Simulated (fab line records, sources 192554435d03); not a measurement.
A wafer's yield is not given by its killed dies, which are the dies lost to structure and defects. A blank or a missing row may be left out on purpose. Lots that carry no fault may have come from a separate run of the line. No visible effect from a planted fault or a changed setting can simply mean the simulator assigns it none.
Matching of chambers | flow n5-finfet | N5_BEOL_M5_CURE_80 on uv-cure-03: 3 sister chambers
The step cures SiCOH lowk, time 120 s. 18 wafers are shown with their chamber, then 9 later ones without.

## EACH WAFER AND ITS CHAMBER
wafer  | chamber | wafer_temp_C_max | lamp-power-pct (%)
L082.4 | 2       | 372.3            | 52.26
L082.5 | 2       | 371.6            | 52.38
L082.6 | 2       | 371.1            | 52.27
L085.1 | 2       | 371.6            | 52.28
L085.4 | 2       | 371.5            | 52.34
L085.6 | 2       | 371.6            | 52.35
L085.2 | 2       | 371.3            | 52.44
L085.3 | 2       | 371.9            | 52.30
L085.5 | 2       | 371.6            | 52.42
L088.2 | 1       | 371.9            | 52.24
L088.4 | 1       | 372.2            | 52.27
L088.5 | 1       | 373.5            | 52.31
L089.4 | 1       | 372.6            | 52.36
L089.5 | 1       | 372.7            | 52.32
L089.6 | 1       | 373.0            | 52.37
L093.2 | 0       | 373.0            | 52.20
L093.3 | 0       | 373.2            | 52.28
L093.5 | 0       | 372.0            | 52.33

SIGNATURES (means of the wafers above)
reading          | chamber 0 | chamber 1 | chamber 2 | scatter within a chamber
wafer_temp_C_max | 372.733   | 372.650   | 371.611   | 0.474
lamp-power-pct   | 52.2700   | 52.3117   | 52.3378   | 0.061
Rule: for a wafer and a chamber, the distance is found by dividing, reading by reading, the gap between the wafer's reading and the chamber's mean by the reading's scatter, squaring, summing and taking the root. If the next closest chamber is less than 2 further off than the closest, the wafer can't be placed; otherwise it belongs to the closest. The scatter is the square root of a quotient: the sum, over the shown wafers, of each reading's squared deviation from its chamber's mean, divided by wafers minus chambers.

## WAFERS WITHOUT THEIR CHAMBER
wafer  | wafer_temp_C_max | lamp-power-pct (%)
L097.2 | 372.2            | 52.34
L097.3 | 373.4            | 52.35
L097.5 | 372.3            | 52.33
L096.1 | 372.2            | 52.32
L096.2 | 372.3            | 52.30
L096.5 | 373.9            | 52.35
L096.3 | 372.2            | 52.37
L096.4 | 372.4            | 52.39
L096.6 | 373.2            | 52.27

## THE CHAMBER EACH PASSED THROUGH
wafer  | from the rows above          | in truth
L097.2 | can't be placed: 1 or 2 or 0 | 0
L097.3 | can't be placed: 1 or 0      | 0
L097.5 | can't be placed: 1 or 0 or 2 | 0
L096.1 | can't be placed: 1 or 2 or 0 | 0
L096.2 | can't be placed: 1 or 0 or 2 | 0
L096.5 | can't be placed: 1 or 0      | 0
L096.3 | can't be placed: 1 or 2 or 0 | 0
L096.4 | can't be placed: 1 or 2 or 0 | 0
L096.6 | can't be placed: 0 or 1      | 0
0 of 9 placed correctly. Can't be placed from these rows: 9 (the true chamber is among the candidates in 9). Wrongly placed: 0.
